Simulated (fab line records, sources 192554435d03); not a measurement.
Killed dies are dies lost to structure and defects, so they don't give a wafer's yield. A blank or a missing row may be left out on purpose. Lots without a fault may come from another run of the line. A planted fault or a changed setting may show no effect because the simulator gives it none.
fab line records | flow n5_finfet
record lots=24 wafers=72 last_day=19
route steps=1938 shown BEOL_M13@1706 BEOL_M14@1732 BEOL_M15@1786
lots that met no fault: from a run of the same line without faults
start_h: hours from the record's first day to the start of the lot's first wafer shown | wait_h: hours since the lot's step before | " the same as in the row above | L1.1+2: a row that stands for several wafers | - no value, or no start given | * or withheld: withheld | < > ~ a bound
route shown NAME@n: a module of which the file shows steps, and the number in the route of the first | usual: mean/standard deviation of fault-free wafers | same: alike in all rows | chamber/n: place in a boat | sites: the reading at each site | _std_site: their standard deviation | _edge_site: outer sites' mean less inner sites' | radius_mm: how far each site lies from the wafer's centre | mask NAME#n: copy n | behind: the tool/chamber that last shaped the wafer | hold: why the lot was held/for how many hours/how that ended | device: the transistor (n, p or np) that didn't switch | end of line: the same wafers' tests at the end of the route | a step without rows: its recipe alone | killed: dies lost to structure and defects at the first sort, not the wafer's yield | map: a wafer's dies, x killed, . not, _ none there
set.NAME: the setting as run; set.NAME@STEP: as run at that earlier step | model.NAME: the simulator's own value behind a step, which no gauge read
steps of the route over a sample of lots; a table a step, a row a wafer
services: from which hour (start_h, from the record's first day; less than 0 if before it) a tool's chamber was out of use, for how many hours, and why
## steps
# step N5_BEOL_M13_SPUTTER_44
# recipe material=Ta target_thk_a=100 temp_c=50 bias_v=80 power_w=15000 chamber_pressure_pa=0.07 time_s=16.13
# usual throttle_valve_pct=29.8/1.1
# columns lot.wafer tool chamber start_h wait_h throttle_valve_pct
L074.1 pvd_sputter-03 - 283.40 0.0 30.7
L074.3 " - " " 29.1
L074.6 " - " " 28.5
L076.1 pvd_sputter-02 - 296.01 0.0 30.1
L076.4 " - " " 29.9
L076.5 " - " " 29.8
L077.1 pvd_sputter-01 - 312.83 0.0 30.1
L077.4 " - " " 27.8
L077.5 " - " " 30.2
L075.2 pvd_sputter-01 - 313.25 0.0 29.9
L075.4 " - " " 27.8
L075.6 " - " " 31.2
L078.1 pvd_sputter-01 - 323.25 0.0 30.0
L078.3 " - " " 27.6
L078.4 " - " " 31.3
L079.1 pvd_sputter-03 - 324.25 0.0 28.5
L079.4 " - " " 30.8
L079.6 " - " " 30.5
L080.1 pvd_sputter-01 - 332.88 0.0 27.6
L080.4 " - " " 29.5
L080.6 " - " " 30.3
L081.1 pvd_sputter-01 - 343.65 0.0 31.1
L081.3 " - " " 29.8
L081.4 " - " " 27.7
L084.1 pvd_sputter-02 - 347.99 0.0 30.3
L084.4 " - " " 29.9
L084.6 " - " " 29.9
L082.3 pvd_sputter-01 - 349.24 0.0 30.9
L082.4 " - " " 27.6
L082.6 " - " " 30.1
L083.2 pvd_sputter-02 - 352.64 0.0 29.9
L083.4 " - " " 29.7
L083.6 " - " " 30.2
L087.1 pvd_sputter-01 - 363.08 0.0 29.9
L087.2 " - " " 27.6
L087.5 " - " " 29.7
L085.2 pvd_sputter-03 - 370.25 0.0 30.5
L085.3 " - " " 28.5
L085.4 " - " " 29.2
L086.1 pvd_sputter-03 - 384.07 0.0 28.2
L086.5 " - " " 30.9
L086.6 " - " " 29.2
L090.3 pvd_sputter-02 - 391.91 0.0 29.8
L090.4 " - " " 29.6
L090.5 " - " " 30.3
L089.2 pvd_sputter-03 - 398.11 0.0 30.3
L089.3 " - " " 28.8
L089.6 " - " " 30.4
L088.1 pvd_sputter-01 - 400.31 0.0 31.1
L088.3 " - " " 29.5
L088.6 " - " " 30.9
L092.1 pvd_sputter-01 - 409.07 0.0 30.3
L092.2 " - " " 27.4
L092.6 " - " " 30.0
L091.1 pvd_sputter-01 - 411.51 0.0 30.0
L091.2 " - " " 30.9
L091.6 " - " " 29.9
L093.1 pvd_sputter-02 - 417.46 0.0 31.9
L093.4 " - " " 30.0
L093.6 " - " " 29.5
L095.2 pvd_sputter-01 - 425.31 0.0 27.6
L095.5 " - " " 27.8
L095.6 " - " " 30.1
L094.1 pvd_sputter-02 - 430.55 0.0 29.6
L094.2 " - " " 30.2
L094.5 " - " " 29.8
L096.2 pvd_sputter-01 - 431.48 0.0 27.6
L096.4 " - " " 29.5
L096.5 " - " " 29.5
L097.2 pvd_sputter-03 - 435.99 0.0 30.7
L097.3 " - " " 28.8
L097.6 " - " " 30.4
# step N5_BEOL_M14_STRIP_63
# recipe chemistry=O2 power_w=600 temp_c=60 pressure_mtorr=30 rf_frequency_hz=6e+07 bias_power_w=0 overash_fraction=0.3 o2_flow_sccm=225
# usual drypump_motor_current_A=5.9/0.48 oes_product_au=0.81/0.083 rf_vpp_V=3.7/0.78 showerhead_plenum_p_Torr=2.09/0.084 throttle_valve_pct=16.6/0.34
# columns lot.wafer tool chamber start_h wait_h drypump_motor_current_A oes_product_au rf_hours_counter_h rf_vpp_V showerhead_plenum_p_Torr throttle_valve_pct
L074.1 rie_diel-04 2 - - 5.6 0.70 229 4.0 2.00 17.1
L074.3 " 3 " " 5.2 0.91 13 4.4 2.24 16.2
L074.6 " 3 " " 5.2 0.92 - 2.8 2.24 16.2
L076.1 rie_diel-04 0 - - 6.0 0.71 182 4.1 2.10 17.2
L076.4 " 3 " " 5.2 0.91 - 4.0 2.23 16.2
L076.5 " 1 " " 6.4 0.85 - 2.5 2.13 16.4
L077.1 rie_diel-04 1 - - 6.4 0.83 61 3.7 2.13 16.4
L077.4 " 2 " " 5.6 0.69 238 4.5 2.00 17.1
L077.5 " 3 " " 5.2 0.89 - 1.7 2.23 16.2
L075.2 rie_diel-01 3 - - 5.9 0.86 87 4.7 2.04 16.4
L075.4 " 0 " " 6.4 0.67 243 3.0 2.14 17.0
L075.6 " 2 " " 6.5 0.72 - 3.1 2.01 17.2
L078.1 rie_diel-03 1 - - 5.2 0.85 45 3.4 2.14 16.3
L078.3 " 0 " " 5.7 0.92 20 2.7 2.25 16.4
L078.4 " 0 " " 5.6 0.92 - 2.6 2.25 16.4
L079.1 rie_diel-01 3 - - 5.9 0.85 91 5.1 2.04 16.4
L079.4 " 1 " " 5.7 0.85 76 2.7 2.03 16.7
L079.6 " 0 " " 6.4 0.66 - 4.4 2.14 17.0
L080.1 rie_diel-01 2 - - 6.5 0.72 205 2.6 2.01 17.3
L080.4 " 3 " " 5.9 0.84 94 2.8 2.04 16.3
L080.6 " 0 " " 6.4 0.66 - 4.0 2.14 17.0
L081.1 rie_diel-01 3 - - 5.9 0.84 98 2.4 2.04 16.4
L081.3 " 2 " " 6.6 0.73 210 3.3 2.01 17.2
L081.4 " 3 " " 6.0 0.84 - 5.5 2.04 16.4
L084.1 rie_diel-01 2 - - 6.6 0.72 212 3.5 2.01 17.2
L084.4 " 1 " " 5.7 0.83 - 4.7 2.03 16.7
L084.6 " 2 " " 6.6 0.72 - 4.2 2.01 17.2
L082.3 rie_diel-01 3 - - 6.0 0.83 101 3.8 2.04 16.4
L082.4 " 3 " " 6.0 0.84 - 4.6 2.04 16.4
L082.6 " 2 " " 6.5 0.71 - 4.2 2.01 17.2
L083.2 rie_diel-01 1 - - 5.8 0.81 87 2.6 2.03 16.8
L083.4 " 3 " " 6.0 0.83 - 2.6 2.03 16.3
L083.6 " 2 " " 6.5 0.71 - 4.1 2.01 17.2
L087.1 rie_diel-01 1 - - 5.8 0.82 91 3.1 2.03 16.8
L087.2 " 2 " " 6.6 0.70 218 3.5 2.00 17.3
L087.5 " 0 " " 6.4 0.99 - 3.4 2.14 16.5
L085.2 rie_diel-03 2 - - 5.3 0.71 197 4.1 2.00 16.5
L085.3 " 1 " " 5.2 0.84 62 3.6 2.13 16.4
L085.4 " 0 " " 5.6 0.90 34 3.1 2.24 16.4
L086.1 rie_diel-04 3 - - 5.2 0.83 52 4.2 2.22 16.3
L086.5 " 2 " " 5.6 0.95 - 4.1 2.26 16.7
L086.6 " 3 " " 5.2 0.84 - 3.5 2.22 16.3
L090.3 rie_diel-03 2 - - 5.3 0.71 205 3.7 2.00 16.6
L090.4 " 3 " " 6.5 0.89 23 4.1 2.14 16.3
L090.5 " 3 " " 6.5 0.88 - 4.0 2.14 16.3
L089.2 rie_diel-03 2 - - 5.3 0.70 206 3.3 2.00 16.6
L089.3 " 3 " " 6.5 0.90 26 3.7 2.14 16.3
L089.6 " 3 " " 6.5 0.90 - 2.8 2.14 16.3
L088.1 rie_diel-03 1 - - 5.2 0.83 72 5.0 2.13 16.4
L088.3 " 2 " " 5.3 0.70 207 4.4 2.00 16.5
L088.6 " 0 " " 5.7 0.88 - 3.1 2.24 16.4
L092.1 rie_diel-01 2 - - 6.6 0.70 233 4.0 2.00 17.3
L092.2 " 0 " " 6.4 0.94 18 3.5 2.13 16.6
L092.6 " 3 " " 6.0 0.82 - 3.9 2.03 16.4
L091.1 rie_diel-01 0 - - 6.4 0.91 20 4.2 2.13 16.6
L091.2 " 3 " " 5.9 0.83 123 3.0 2.03 16.4
L091.6 " 2 " " 6.5 0.70 - 4.2 2.00 17.3
L093.1 rie_diel-04 0 - - 6.0 0.68 225 3.4 2.08 17.3
L093.4 " 1 " " 6.4 0.79 99 2.7 2.12 16.5
L093.6 " 0 " " 6.0 0.68 - 4.1 2.08 17.3
L095.2 rie_diel-01 1 - - 5.7 0.80 112 3.2 2.02 16.8
L095.5 " 2 " " 6.5 0.69 - 4.1 2.00 17.3
L095.6 " 1 " " 5.7 0.80 - 2.3 2.02 16.8
L094.1 rie_diel-03 2 - - 5.3 0.68 218 4.0 2.00 16.6
L094.2 " 0 " " 5.7 0.85 57 3.1 2.23 16.5
L094.5 " 2 " " 5.3 0.69 - 3.1 1.99 16.6
L096.2 rie_diel-03 3 - - 6.5 0.86 38 2.9 2.14 16.3
L096.4 " 2 " " 5.3 0.68 218 2.8 2.00 16.6
L096.5 " 0 " " 5.7 0.85 - 2.3 2.23 16.5
L097.2 rie_diel-03 2 - - 5.3 0.69 220 3.8 1.99 16.6
L097.3 " 3 " " 6.5 0.86 40 2.8 2.14 16.3
L097.6 " 3 " " 6.5 0.86 - 4.3 2.14 16.4
# step N5_BEOL_M14_CD_MEAS_28
# recipe target_cd_nm=284.4 landing_energy_ev=500 detector=se_inlens
# usual cd_nm=284.6/1.6
# columns lot.wafer tool chamber start_h wait_h cd_nm
L074.1 cd_sem-02 0 286.09 - 283.0
L074.3 " 0 " " 283.6
L074.6 " 0 " " 284.1
L076.1 cd_sem-02 0 298.55 - 283.6
L076.4 " 0 " " 283.5
L076.5 " 0 " " 282.0
L077.1 cd_sem-02 0 315.77 - 283.8
L077.4 " 0 " " 285.9
L077.5 " 0 " " 284.7
L075.2 cd_sem-02 0 316.21 - 286.0
L075.4 " 0 " " 285.5
L075.6 " 0 " " 285.1
L078.1 cd_sem-02 0 325.87 - 281.8
L078.3 " 0 " " 285.2
L078.4 " 0 " " 283.1
L079.1 cd_sem-03 0 327.28 - 284.9
L079.4 " 0 " " 280.9
L079.6 " 0 " " 283.7
L080.1 cd_sem-02 0 335.88 - 285.6
L080.4 " 0 " " 286.4
L080.6 " 0 " " 283.2
L081.1 cd_sem-01 0 346.26 - 284.1
L081.3 " 0 " " 285.6
L081.4 " 0 " " 287.2
L084.1 cd_sem-03 0 350.61 - 285.7
L084.4 " 0 " " 286.4
L084.6 " 0 " " 282.7
L082.3 cd_sem-01 0 352.19 - 285.5
L082.4 " 0 " " 282.6
L082.6 " 0 " " 281.4
L083.2 cd_sem-03 0 355.23 - 284.9
L083.4 " 0 " " 286.4
L083.6 " 0 " " 285.2
L087.1 cd_sem-01 0 365.98 - 288.0
L087.2 " 0 " " 287.1
L087.5 " 0 " " 287.0
L085.2 cd_sem-01 0 372.91 - 284.1
L085.3 " 0 " " 283.1
L085.4 " 0 " " 284.3
L086.1 cd_sem-03 0 386.95 - 282.9
L086.5 " 0 " " 284.9
L086.6 " 0 " " 283.9
L090.3 cd_sem-03 0 394.92 - 283.0
L090.4 " 0 " " 283.4
L090.5 " 0 " " 284.2
L089.2 cd_sem-03 0 401.08 - 283.6
L089.3 " 0 " " 283.5
L089.6 " 0 " " 282.2
L088.1 cd_sem-02 0 403.32 - 287.5
L088.3 " 0 " " 283.4
L088.6 " 0 " " 286.8
L092.1 cd_sem-03 0 411.90 - 282.0
L092.2 " 0 " " 286.5
L092.6 " 0 " " 286.0
L091.1 cd_sem-02 0 414.16 - 285.5
L091.2 " 0 " " 283.2
L091.6 " 0 " " 287.1
L093.1 cd_sem-03 0 420.20 - 284.2
L093.4 " 0 " " 282.4
L093.6 " 0 " " 284.4
L095.2 cd_sem-02 0 427.94 - 286.9
L095.5 " 0 " " 286.0
L095.6 " 0 " " 284.6
L094.1 cd_sem-03 0 433.29 - 285.2
L094.2 " 0 " " 281.8
L094.5 " 0 " " 285.4
L096.2 cd_sem-01 0 434.72 - 284.7
L096.4 " 0 " " 282.4
L096.5 " 0 " " 283.6
L097.2 cd_sem-01 0 438.77 - 286.0
L097.3 " 0 " " 283.9
L097.6 " 0 " " 282.5
# step N5_BEOL_M14_ETCH_38
# recipe chemistry=CF4/N2 target=SiCN target_depth_a=1065 taper_deg=2 time_s=120.6 ion_energy_ev=150 mask_material=SiO2 pressure_mtorr=40 source_w=430 bias_w=70 Ar_flow_sccm=100 cf4_flow_sccm=60 n2_flow_sccm=60
# usual bias_w=70.03/0.21 drypump_motor_current_A=5.8/0.5 n2_flow_sccm=59.99/0.16 oes_product_au=0.81/0.09 rf_vpp_V=382.8/2.3 showerhead_plenum_p_Torr=2.23/0.086 throttle_valve_pct=15.3/0.31
# columns lot.wafer tool chamber start_h wait_h bias_w drypump_motor_current_A n2_flow_sccm oes_product_au rf_hours_counter_h rf_vpp_V showerhead_plenum_p_Torr throttle_valve_pct
L074.1 rie_diel-03 2 - - 69.92 5.3 60.24 0.73 166 379.0 2.11 15.2
L074.3 " 1 " " 70.19 5.1 60.05 0.88 30 384.0 2.25 15.0
L074.6 " 1 " " 70.17 5.2 59.98 0.88 - 383.2 2.25 15.0
L076.1 rie_diel-04 0 - - 70.18 6.0 59.93 0.72 184 381.7 2.20 15.9
L076.4 " 3 " " 70.19 5.2 60.17 0.89 - 384.8 2.34 14.9
L076.5 " 0 " " 69.98 6.0 59.79 0.71 - 382.1 2.20 15.9
L077.1 rie_diel-03 1 - - 70.13 5.2 60.03 0.87 42 384.0 2.24 15.1
L077.4 " 1 " " 70.40 5.2 59.83 0.87 - 382.6 2.24 15.1
L077.5 " 2 " " 69.74 5.3 59.85 0.73 - 378.7 2.11 15.2
L075.2 rie_diel-01 0 - - 70.05 6.4 60.07 0.67 244 383.9 2.26 15.8
L075.4 " 1 " " 70.21 5.7 59.87 0.83 73 380.8 2.14 15.5
L075.6 " 3 " " 70.08 5.9 60.09 0.84 - 380.1 2.14 15.1
L078.1 rie_diel-01 0 - - 69.79 6.4 60.08 0.67 247 383.1 2.26 15.8
L078.3 " 1 " " 69.63 5.7 59.92 0.83 76 380.3 2.13 15.5
L078.4 " 3 " " 70.34 5.9 59.78 0.84 91 381.5 2.14 15.1
L079.1 rie_diel-03 3 - - 70.32 6.5 59.82 0.98 1 384.4 2.26 15.0
L079.4 " 0 " " 69.80 5.6 59.75 0.91 22 386.2 2.35 15.1
L079.6 " 2 " " 70.12 5.3 59.90 0.72 - 379.4 2.10 15.2
L080.1 rie_diel-03 0 - - 69.88 5.7 59.74 0.90 25 384.5 2.35 15.1
L080.4 " 2 " " 70.02 5.3 60.11 0.72 185 380.1 2.10 15.3
L080.6 " 3 " " 70.24 6.5 60.19 0.95 - 384.0 2.26 15.0
L081.1 rie_diel-04 2 - - 70.11 5.6 59.79 0.67 250 378.6 2.09 15.8
L081.3 " 3 " " 70.19 5.2 59.76 0.86 37 386.2 2.33 15.0
L081.4 " 0 " " 70.07 6.0 60.29 0.70 202 382.3 2.19 15.9
L084.1 rie_diel-03 3 - - 69.76 6.5 59.76 0.93 9 382.5 2.25 15.0
L084.4 " 0 " " 69.97 5.6 60.02 0.90 27 385.9 2.35 15.1
L084.6 " 0 " " 70.05 5.6 60.06 0.90 - 386.2 2.35 15.1
L082.3 rie_diel-01 3 - - 70.23 5.9 60.32 0.83 103 377.4 2.13 15.1
L082.4 " 0 " " 70.16 6.5 60.23 1.01 1 384.5 2.26 15.3
L082.6 " 1 " " 70.16 5.8 60.22 0.82 - 381.4 2.13 15.5
L083.2 rie_diel-03 0 - - 70.00 5.7 60.02 0.90 30 384.8 2.35 15.1
L083.4 " 1 " " 70.15 5.2 59.88 0.85 56 383.4 2.24 15.1
L083.6 " 3 " " 69.97 6.5 60.20 0.92 - 382.4 2.25 15.0
L087.1 rie_diel-04 3 - - 70.11 5.2 59.93 0.85 46 385.0 2.33 15.0
L087.2 " 2 " " 70.05 5.6 59.83 0.97 2 385.5 2.35 15.3
L087.5 " 3 " " 70.09 5.2 59.92 0.84 - 385.4 2.33 15.0
L085.2 rie_diel-04 2 - - 69.75 5.6 60.01 0.96 4 386.5 2.35 15.4
L085.3 " 1 " " 69.71 6.4 60.09 0.78 85 382.6 2.23 15.2
L085.4 " 3 " " 70.31 5.2 60.01 0.84 49 384.6 2.32 15.0
L086.1 rie_diel-01 2 - - 70.46 6.6 59.96 0.70 226 379.4 2.09 15.9
L086.5 " 0 " " 69.90 6.4 59.88 0.95 - 383.8 2.26 15.4
L086.6 " 3 " " 69.93 5.9 60.20 0.82 - 379.7 2.13 15.1
L090.3 rie_diel-03 2 - - 70.17 5.3 59.99 0.70 205 380.1 2.10 15.3
L090.4 " 0 " " 70.02 5.6 60.12 0.87 43 383.9 2.34 15.1
L090.5 " 0 " " 70.19 5.7 60.26 0.87 - 383.8 2.34 15.1
L089.2 rie_diel-04 0 - - 70.33 6.0 60.11 0.68 219 381.8 2.18 16.0
L089.3 " 3 " " 70.08 5.2 60.11 0.83 57 385.4 2.32 15.0
L089.6 " 1 " " 70.07 6.4 59.91 0.78 - 382.6 2.22 15.2
L088.1 rie_diel-01 3 - - 69.88 5.9 59.58 0.81 120 379.5 2.13 15.1
L088.3 " 0 " " 70.19 6.4 60.10 0.95 16 383.4 2.26 15.4
L088.6 " 3 " " 70.04 6.0 60.03 0.81 - 381.0 2.13 15.1
L092.1 rie_diel-04 0 - - 69.87 6.0 59.77 0.69 223 383.1 2.18 16.0
L092.2 " 2 " " 70.07 5.6 59.84 0.91 17 385.7 2.34 15.4
L092.6 " 1 " " 70.02 6.4 59.90 0.78 - 383.0 2.22 15.2
L091.1 rie_diel-04 3 - - 69.94 5.2 60.10 0.82 63 385.4 2.32 15.0
L091.2 " 1 " " 70.01 6.4 59.75 0.77 99 382.4 2.22 15.2
L091.6 " 3 " " 70.26 5.2 60.19 0.83 - 385.0 2.32 15.0
L093.1 rie_diel-03 3 - - 69.94 6.5 59.77 0.87 35 383.0 2.24 15.1
L093.4 " 2 " " 70.08 5.2 60.05 0.70 215 378.1 2.09 15.3
L093.6 " 2 " " 70.21 5.3 59.85 0.69 - 378.5 2.09 15.3
L095.2 rie_diel-03 3 - - 70.05 6.5 60.06 0.87 37 383.2 2.24 15.1
L095.5 " 1 " " 69.74 5.2 59.80 0.82 - 382.5 2.23 15.1
L095.6 " 0 " " 70.19 5.6 59.86 0.85 - 385.3 2.34 15.2
L094.1 rie_diel-04 1 - - 70.46 6.4 60.10 0.77 104 383.4 2.22 15.2
L094.2 " 3 " " 70.06 5.2 60.12 0.82 68 387.3 2.32 15.0
L094.5 " 0 " " 70.28 6.0 60.12 0.68 - 381.7 2.18 16.0
L096.2 rie_diel-03 3 - - 70.27 6.5 60.11 0.87 39 382.5 2.24 15.1
L096.4 " 2 " " 69.98 5.3 60.27 0.69 - 380.8 2.09 15.3
L096.5 " 0 " " 70.05 5.7 60.21 0.84 - 385.4 2.34 15.2
L097.2 rie_diel-03 3 - - 69.83 6.5 59.91 0.86 42 382.6 2.24 15.1
L097.3 " 0 " " 69.65 5.6 60.35 0.84 60 383.8 2.34 15.2
L097.6 " 3 " " 69.89 6.5 60.16 0.86 - 382.1 2.24 15.1
# step N5_BEOL_M14_DEGAS_41
# recipe ambient=vacuum temp_c=300 time_s=60
# usual heater_power_w=434/51
# columns lot.wafer tool chamber start_h wait_h heater_power_w
L074.1 pvd_sputter-02 - 287.51 0.4 441
L074.3 " - " " 389
L074.6 " - " " 393
L076.1 pvd_sputter-03 - 300.51 0.1 480
L076.4 " - " " 408
L076.5 " - " " 480
L077.1 pvd_sputter-02 - 318.69 0.3 398
L077.4 " - " " 451
L077.5 " - " " 455
L075.2 pvd_sputter-01 - 318.89 0.4 500
L075.4 " - " " 439
L075.6 " - " " 456
L078.1 pvd_sputter-01 - 327.28 0.1 445
L078.3 " - " " 411
L078.4 " - " " 507
L079.1 pvd_sputter-01 - 331.02 0.3 439
L079.4 " - " " 488
L079.6 " - " " 424
L080.1 pvd_sputter-03 - 340.37 0.3 385
L080.4 " - " " 367
L080.6 " - " " 482
L081.1 pvd_sputter-01 - 348.34 0.3 497
L081.3 " - " " 417
L081.4 " - " " 500
L084.1 pvd_sputter-01 - 351.94 0.4 492
L084.4 " - " " 447
L084.6 " - " " 486
L082.3 pvd_sputter-01 - 357.64 0.3 410
L082.4 " - " " 499
L082.6 " - " " 484
L083.2 pvd_sputter-03 - 357.75 0.2 475
L083.4 " - " " 403
L083.6 " - " " 370
L087.1 pvd_sputter-01 - 369.84 0.4 491
L087.2 " - " " 407
L087.5 " - " " 485
L085.2 pvd_sputter-03 - 375.85 0.2 487
L085.3 " - " " 366
L085.4 " - " " 378
L086.1 pvd_sputter-02 - 391.35 0.4 462
L086.5 " - " " 446
L086.6 " - " " 393
L090.3 pvd_sputter-03 - 397.51 0.6 478
L090.4 " - " " 403
L090.5 " - " " 479
L089.2 pvd_sputter-03 - 403.41 1.1 363
L089.3 " - " " 392
L089.6 " - " " 406
L088.1 pvd_sputter-03 - 405.43 0.4 386
L088.3 " - " " 494
L088.6 " - " " 485
L092.1 pvd_sputter-01 - 413.81 0.4 436
L092.2 " - " " 493
L092.6 " - " " 496
L091.1 pvd_sputter-02 - 418.02 0.5 389
L091.2 " - " " 458
L091.6 " - " " 396
L093.1 pvd_sputter-02 - 424.30 0.8 390
L093.4 " - " " 386
L093.6 " - " " 539
L095.2 pvd_sputter-01 - 430.84 0.3 495
L095.5 " - " " 441
L095.6 " - " " 483
L094.1 pvd_sputter-03 - 434.87 0.2 472
L094.2 " - " " 381
L094.5 " - " " 399
L096.2 pvd_sputter-03 - 438.53 1.8 398
L096.4 " - " " 377
L096.5 " - " " 365
L097.2 pvd_sputter-03 - 440.71 0.7 389
L097.3 " - " " 494
L097.6 " - " " 366
# step N5_BEOL_M15_DESCUM_15
# recipe chemistry=O2 time_s=7.9 source_power_w=50 bias_power_w=20 pressure_mtorr=20 rf_frequency_hz=2.712e+07 temp_c=40 o2_flow_sccm=225
# usual drypump_motor_current_A=5.8/0.48 oes_product_au=0.80/0.075 rf_vpp_V=243.2/1.7 showerhead_plenum_p_Torr=2.09/0.092 throttle_valve_pct=20.5/0.33
# columns lot.wafer tool chamber start_h wait_h drypump_motor_current_A oes_product_au rf_hours_counter_h rf_vpp_V showerhead_plenum_p_Torr throttle_valve_pct
L074.1 rie_diel-06 3 289.49 0.0 6.0 0.68 230 242.4 1.97 20.7
L074.3 " 1 " " 6.5 0.73 207 242.0 2.08 20.8
L074.6 " 3 " " 6.0 0.67 - 241.3 1.97 20.7
L076.1 rie_diel-06 3 302.61 0.0 6.0 0.68 233 242.3 1.97 20.7
L076.4 " 1 " " 6.5 0.72 211 241.9 2.07 20.8
L076.5 " 2 " " 6.1 0.85 - 243.5 2.12 20.6
L077.1 rie_diel-05 3 320.66 0.0 5.2 0.69 247 241.8 2.07 20.3
L077.4 " 0 " " 5.8 0.89 39 242.8 2.03 20.3
L077.5 " 2 " " 6.0 0.73 - 245.1 2.16 20.9
L075.2 rie_diel-02 0 320.93 0.0 6.1 0.87 28 243.6 2.12 19.7
L075.4 " 2 " " 5.3 0.76 - 241.6 2.01 20.5
L075.6 " 0 " " 6.2 0.88 - 244.5 2.12 19.7
L078.1 rie_diel-05 1 329.25 0.0 5.7 0.95 14 245.3 2.14 20.2
L078.3 " 3 " " 5.1 0.68 250 243.4 2.07 20.3
L078.4 " 0 " " 5.8 0.88 42 242.3 2.03 20.4
L079.1 rie_diel-05 2 332.99 0.0 6.0 0.72 188 244.4 2.16 20.9
L079.4 " 2 " " 6.0 0.72 - 243.7 2.16 20.9
L079.6 " 1 " " 5.6 0.95 - 242.9 2.14 20.2
L080.1 rie_diel-05 0 342.67 0.0 5.8 0.88 46 242.1 2.03 20.4
L080.4 " 1 " " 5.6 0.93 - 243.1 2.14 20.2
L080.6 " 2 " " 6.0 0.72 - 244.1 2.16 20.9
L081.1 rie_diel-02 2 350.45 0.0 5.3 0.76 171 241.4 2.00 20.6
L081.3 " 1 " " 6.6 0.82 77 244.6 2.21 20.4
L081.4 " 1 " " 6.6 0.81 - 244.5 2.21 20.4
L084.1 rie_diel-06 2 353.94 0.0 6.1 0.83 66 243.6 2.12 20.6
L084.4 " 0 " " 5.3 0.71 - 240.7 1.91 20.8
L084.6 " 2 " " 6.1 0.84 - 242.7 2.12 20.6
L082.3 rie_diel-02 1 359.64 0.0 6.5 0.80 80 245.2 2.21 20.4
L082.4 " 2 " " 5.3 0.75 174 242.3 2.00 20.6
L082.6 " 1 " " 6.6 0.81 - 244.8 2.21 20.4
L083.2 rie_diel-06 2 359.94 0.0 6.1 0.84 68 244.2 2.12 20.6
L083.4 " 2 " " 6.1 0.84 - 243.0 2.12 20.6
L083.6 " 2 " " 6.1 0.84 - 244.9 2.12 20.6
L087.1 rie_diel-02 3 372.10 0.0 5.2 0.82 97 243.5 2.09 20.7
L087.2 " 2 " " 5.3 0.74 178 241.2 2.00 20.6
L087.5 " 2 " " 5.3 0.74 - 240.5 2.00 20.6
L085.2 rie_diel-02 2 378.26 0.2 5.3 0.74 179 240.2 2.00 20.6
L085.3 " 0 " " 6.1 0.86 43 245.1 2.11 19.7
L085.4 " 3 " " 5.2 0.82 99 241.8 2.09 20.7
L086.1 rie_diel-02 3 393.34 0.0 5.2 0.81 102 245.7 2.09 20.7
L086.5 " 0 " " 6.2 0.84 - 244.2 2.11 19.7
L086.6 " 1 " " 6.6 0.78 - 246.4 2.21 20.4
L090.3 rie_diel-02 3 399.63 0.0 5.2 0.81 105 244.6 2.09 20.7
L090.4 " 0 " " 6.1 0.85 48 243.4 2.11 19.7
L090.5 " 3 " " 5.2 0.81 - 242.5 2.09 20.7
L089.2 rie_diel-02 3 405.62 0.0 5.2 0.81 107 243.8 2.09 20.7
L089.3 " 1 " " 6.6 0.79 94 246.1 2.20 20.4
L089.6 " 3 " " 5.2 0.81 - 243.0 2.09 20.7
L088.1 rie_diel-05 0 407.57 0.1 5.8 0.86 66 242.6 2.03 20.4
L088.3 " 1 " " 5.7 0.89 39 243.2 2.13 20.2
L088.6 " 3 " " 5.1 0.94 - 242.9 2.06 20.0
L092.1 rie_diel-02 3 415.79 0.0 5.2 0.81 111 243.1 2.09 20.7
L092.2 " 1 " " 6.6 0.79 97 244.3 2.20 20.4
L092.6 " 1 " " 6.6 0.79 - 247.0 2.20 20.4
L091.1 rie_diel-02 1 420.13 0.0 6.6 0.79 99 245.1 2.20 20.4
L091.2 " 2 " " 5.3 0.74 192 241.8 2.00 20.6
L091.6 " 3 " " 5.2 0.81 - 243.7 2.09 20.7
L093.1 rie_diel-02 3 426.40 0.0 5.2 0.80 114 243.4 2.09 20.7
L093.4 " 0 " " 6.1 0.85 59 244.8 2.11 19.8
L093.6 " 1 " " 6.5 0.79 - 245.1 2.20 20.4
L095.2 rie_diel-06 3 433.23 0.0 6.0 0.92 18 243.9 2.22 20.5
L095.5 " 0 " " 5.2 0.70 - 239.2 1.90 20.8
L095.6 " 2 " " 6.1 0.82 - 244.3 2.11 20.7
L094.1 rie_diel-06 0 436.85 0.0 5.2 0.69 208 240.7 1.90 20.8
L094.2 " 3 " " 6.0 0.91 20 245.0 2.22 20.5
L094.5 " 0 " " 5.2 0.69 - 241.1 1.90 20.8
L096.2 rie_diel-06 2 440.52 0.0 6.1 0.81 95 244.0 2.11 20.7
L096.4 " 3 " " 6.0 0.92 - 245.6 2.22 20.5
L096.5 " 2 " " 6.1 0.82 - 242.9 2.11 20.7
L097.2 rie_diel-06 2 442.68 0.0 6.1 0.81 97 243.1 2.11 20.7
L097.3 " 0 " " 5.3 0.69 212 240.2 1.90 20.8
L097.6 " 2 " " 6.1 0.82 - 244.1 2.11 20.7
## services
# columns tool chamber start_h hours kind
rie_diel-04 2 296.24 7.2 repair
rie_diel-06 - 299.45 1.1 repair
rie_diel-03 3 303.59 - clean
rie_diel-03 3 303.59 - consumable_replace:focus_ring
rie_diel-03 3 303.59 24.1 scheduled_down
rie_diel-03 3 303.59 24.1 vent_cycle
rie_diel-05 2 308.01 10.4 repair
rie_diel-01 0 335.79 - clean
rie_diel-01 0 335.79 - consumable_replace:focus_ring
rie_diel-03 0 346.69 3.6 repair
rie_diel-02 0 347.03 9.0 repair
rie_diel-04 2 349.27 - clean
rie_diel-04 2 349.27 - consumable_replace:focus_ring
rie_diel-04 2 349.27 - consumable_replace:showerhead
rie_diel-04 2 349.27 16.0 scheduled_down
rie_diel-04 2 349.27 16.0 vent_cycle
rie_diel-06 3 352.48 - clean
rie_diel-06 3 352.48 - consumable_replace:focus_ring
rie_diel-06 1 354.73 9.2 repair
rie_diel-03 3 355.22 1.7 repair
rie_diel-03 0 357.58 3.6 repair
rie_diel-04 0 357.66 5.9 repair
rie_diel-03 - 374.21 0.7 repair
pvd_sputter-02 - 382.94 2.5 repair
## key
fault none
